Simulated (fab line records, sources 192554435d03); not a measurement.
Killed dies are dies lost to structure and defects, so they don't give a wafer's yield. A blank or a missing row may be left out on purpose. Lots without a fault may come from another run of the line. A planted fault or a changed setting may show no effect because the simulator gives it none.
Which tool did it? | flow n5_finfet | 10 lots, 30 wafers sampled, at 5 steps of a route of 1938

WHAT THE GAUGES READ, wafer by wafer
N5_SD_EPI_N_EPI_MEAS_23.
lot  | measured    | on            | thk_nm (nm)
L781 | day 3 05:48 | film_metro-02 | 58.6 56.7 59.4
L783 | day 3 18:38 | film_metro-01 | 60.4 61.2 58.8
L785 | day 4 03:50 | film_metro-02 | 58.1 57.3 61.3
L788 | day 4 22:20 | film_metro-01 | 58.9 59.9 58.2
L789 | day 5 06:13 | film_metro-02 | 58.2 60.8 60.3
L797 | day 7 05:15 | film_metro-01 | 45.7 45.8 45.4
L799 | day 7 17:05 | film_metro-02 | 42.9 44.2 45.2
L801 | day 8 04:35 | film_metro-02 | 60.1 58.2 60.4
L802 | day 8 11:05 | film_metro-01 | 58.2 59.1 61.9
L804 | day 9 02:40 | film_metro-01 | 58.9 59.1 56.6

WHICH TOOL RAN EACH LOT (tool, then ch and the chambers of the sampled wafers, then the start)
lot  | N5_SD_EPI_N_ETCH_34               | N5_SD_EPI_N_ETCH_16               | N5_SD_EPI_N_STRIP_38                | N5_SD_EPI_N_EPI_21
L781 | rie_diel-03 ch 0,2,3, day 3 02:26 | rie_diel-03 ch 0,2,3, day 3 03:01 | plasma_asher-01 ch 0,1, day 3 03:11 | epi_rpcvd-02 ch 0, day 3 04:05
L783 | rie_diel-03 ch 1,2,3, day 3 14:32 | rie_diel-03 ch 1,2,3, day 3 15:07 | plasma_asher-01 ch 0, day 3 15:17   | epi_rpcvd-04 ch 0, day 3 16:44
L785 | rie_diel-04 ch 0,1,2, day 3 23:44 | rie_diel-04 ch 0,1,2, day 4 00:19 | plasma_asher-01 ch 0, day 4 00:29   | epi_rpcvd-04 ch 0, day 4 01:34
L788 | rie_diel-01 ch 0,1, day 4 18:59   | rie_diel-01 ch 0,1, day 4 19:34   | plasma_asher-02 ch 0,1, day 4 19:44 | epi_rpcvd-04 ch 0, day 4 20:37
L789 | rie_diel-04 ch 0,2,3, day 5 02:52 | rie_diel-04 ch 0,2,3, day 5 03:26 | plasma_asher-01 ch 0,1, day 5 03:37 | epi_rpcvd-02 ch 0, day 5 04:31
L797 | rie_diel-04 ch 0,1,2, day 7 01:54 | rie_diel-04 ch 0,1,2, day 7 02:29 | plasma_asher-01 ch 0,1, day 7 02:39 | epi_rpcvd-02 ch 0, day 7 03:32
L799 | rie_diel-01 ch 1,2,3, day 7 12:01 | rie_diel-01 ch 1,2,3, day 7 12:35 | plasma_asher-01 ch 1, day 7 12:46   | epi_rpcvd-02 ch 0, day 7 14:34
L801 | rie_diel-03 ch 1,3, day 8 00:36   | rie_diel-03 ch 1,3, day 8 01:11   | plasma_asher-02 ch 1, day 8 01:21   | epi_rpcvd-04 ch 0, day 8 02:40
L802 | rie_diel-03 ch 1,2, day 8 07:24   | rie_diel-03 ch 1,2, day 8 08:16   | plasma_asher-02 ch 0,1, day 8 08:28 | epi_rpcvd-04 ch 0, day 8 09:22
L804 | rie_diel-03 ch 0,1,2, day 8 22:34 | rie_diel-03 ch 0,1,2, day 8 23:08 | plasma_asher-02 ch 0,1, day 8 23:18 | epi_rpcvd-03 ch 0, day 9 00:22
- N5_SD_EPI_N_ETCH_34: etches SiARC in CF4, target depth 45.5 nm, time 75.8 s.
- N5_SD_EPI_N_ETCH_16: etches SiO2 in CHF3/O2, target depth 5 nm.
- N5_SD_EPI_N_STRIP_38: strips in N2/H2.
- N5_SD_EPI_N_EPI_21: deposits Si:P, time 690 s.

WHAT THE TOOLS THEMSELVES READ (means of the sampled wafers that have a number; where no wafer has one, the mark that the record gives instead)
N5_SD_EPI_N_ETCH_34.
lot  | tool        | drypump_motor_current_A (A) | etch_rf_on_time_s (s) | oes_product_au (a.u.) | rf_vpp_V (V) | showerhead_plenum_p_Torr (Torr) | throttle_valve_pct (%)
L781 | rie_diel-03 | 5.2                         | 76.6                  | 0.63                  | 184.5        | 2.13                            | 15.72
L783 | rie_diel-03 | 5.5                         | 75.4                  | 0.69                  | 184.5        | 2.18                            | 15.65
L785 | rie_diel-04 | 5.5                         | 75.7                  | 0.72                  | 183.8        | 2.10                            | 15.44
L788 | rie_diel-01 | 5.3                         | 74.9                  | 0.78                  | 185.4        | 2.24                            | 15.43
L789 | rie_diel-04 | 5.8                         | 76.4                  | 0.70                  | 183.8        | 2.10                            | 15.56
L797 | rie_diel-04 | 5.5                         | 76.2                  | 0.75                  | 184.4        | 2.18                            | 15.32
L799 | rie_diel-01 | 5.6                         | 74.0                  | 0.79                  | 184.7        | 2.22                            | 15.47
L801 | rie_diel-03 | 5.4                         | 74.6                  | 0.66                  | 185.4        | 2.23                            | 15.77
L802 | rie_diel-03 | 6.1                         | 76.2                  | 0.70                  | 184.9        | 2.19                            | 15.59
L804 | rie_diel-03 | 5.8                         | 75.5                  | 0.73                  | 183.5        | 2.14                            | 15.51

N5_SD_EPI_N_ETCH_16.
lot  | tool        | drypump_motor_current_A (A) | oes_product_au (a.u.) | rf_vpp_V (V) | showerhead_plenum_p_Torr (Torr) | throttle_valve_pct (%)
L781 | rie_diel-03 | 5.2                         | 0.74                  | 523          | 2.40                            | 18.98
L783 | rie_diel-03 | 5.5                         | 0.81                  | 527          | 2.46                            | 18.96
L785 | rie_diel-04 | 5.5                         | 0.83                  | 524          | 2.36                            | 18.74
L788 | rie_diel-01 | 5.3                         | 0.90                  | 532          | 2.53                            | 18.77
L789 | rie_diel-04 | 5.8                         | 0.82                  | 525          | 2.37                            | 18.86
L797 | rie_diel-04 | 5.5                         | 0.89                  | 527          | 2.45                            | 18.64
L799 | rie_diel-01 | 5.6                         | 0.91                  | 527          | 2.50                            | 18.81
L801 | rie_diel-03 | 5.4                         | 0.76                  | 529          | 2.50                            | 19.06
L802 | rie_diel-03 | 6.1                         | 0.83                  | 526          | 2.46                            | 18.91
L804 | rie_diel-03 | 5.8                         | 0.86                  | 524          | 2.40                            | 18.80

N5_SD_EPI_N_STRIP_38.
lot  | tool            | drypump_motor_current_A (A) | heater_power_w (W) | oes_product_au (a.u.)
L781 | plasma_asher-01 | 6.4                         | 327                | 0.774
L783 | plasma_asher-01 | 6.0                         | 272                | 0.749
L785 | plasma_asher-01 | 6.1                         | 268                | 0.756
L788 | plasma_asher-02 | 5.6                         | 394                | 0.759
L789 | plasma_asher-01 | 6.2                         | 300                | 0.758
L797 | plasma_asher-01 | 6.3                         | 326                | 0.760
L799 | plasma_asher-01 | 6.5                         | 358                | 0.761
L801 | plasma_asher-02 | 5.8                         | 417                | 0.774
L802 | plasma_asher-02 | 5.6                         | 399                | 0.763
L804 | plasma_asher-02 | 5.4                         | 364                | 0.751

N5_SD_EPI_N_EPI_21.
lot  | tool         | chamber_pressure_Torr (Torr)
L781 | epi_rpcvd-02 | 255.0
L783 | epi_rpcvd-04 | 255.8
L785 | epi_rpcvd-04 | 254.7
L788 | epi_rpcvd-04 | 254.9
L789 | epi_rpcvd-02 | 255.2
L797 | epi_rpcvd-02 | 124.7
L799 | epi_rpcvd-02 | 124.6
L801 | epi_rpcvd-04 | 255.4
L802 | epi_rpcvd-04 | 255.0
L804 | epi_rpcvd-03 | 255.3

THE ANSWER, worked out from the rows above alone
Rule: what is usual is taken from the lots themselves. Put in order of their means at a reading, lots are off if they are a third of the lots or fewer, leave a main group of 4 or more, and stand apart from it by a gap of 3 or more times the standard deviation of the main group's means; of several such gaps the widest counts. A main group whose means are all the same, to the digits that the tables above print for the reading, isn't used. A lot without any number at a reading at which 4 lots or more have one is off too. The other lots that the step has rows for count as sound. The gauges are gone through in route order, then the tools' own readings, and for those a lot's mean is taken as printed above. The first step at which some lot is off is used, and at that step the reading that is off furthest; a lot without a number counts as furthest.
Off: L797, L799, at N5_SD_EPI_N_EPI_MEAS_23 (thk_nm). The main group: mean 59.2 nm, standard deviation 0.68.
A tool fits if, at a process step before that reading, it ran every lot that is off, and no sound lot after the first of them. The gauges at N5_SD_EPI_N_EPI_MEAS_23 aren't tried: what is off there is off at N5_SD_EPI_N_EPI_21 too, on other tools, and a gauge's error can't cause that. Can't be told from this: 2 tools fit, plasma_asher-01 at N5_SD_EPI_N_STRIP_38, epi_rpcvd-02 at N5_SD_EPI_N_EPI_21.

WHAT THE SIMULATOR HAD PUT IN
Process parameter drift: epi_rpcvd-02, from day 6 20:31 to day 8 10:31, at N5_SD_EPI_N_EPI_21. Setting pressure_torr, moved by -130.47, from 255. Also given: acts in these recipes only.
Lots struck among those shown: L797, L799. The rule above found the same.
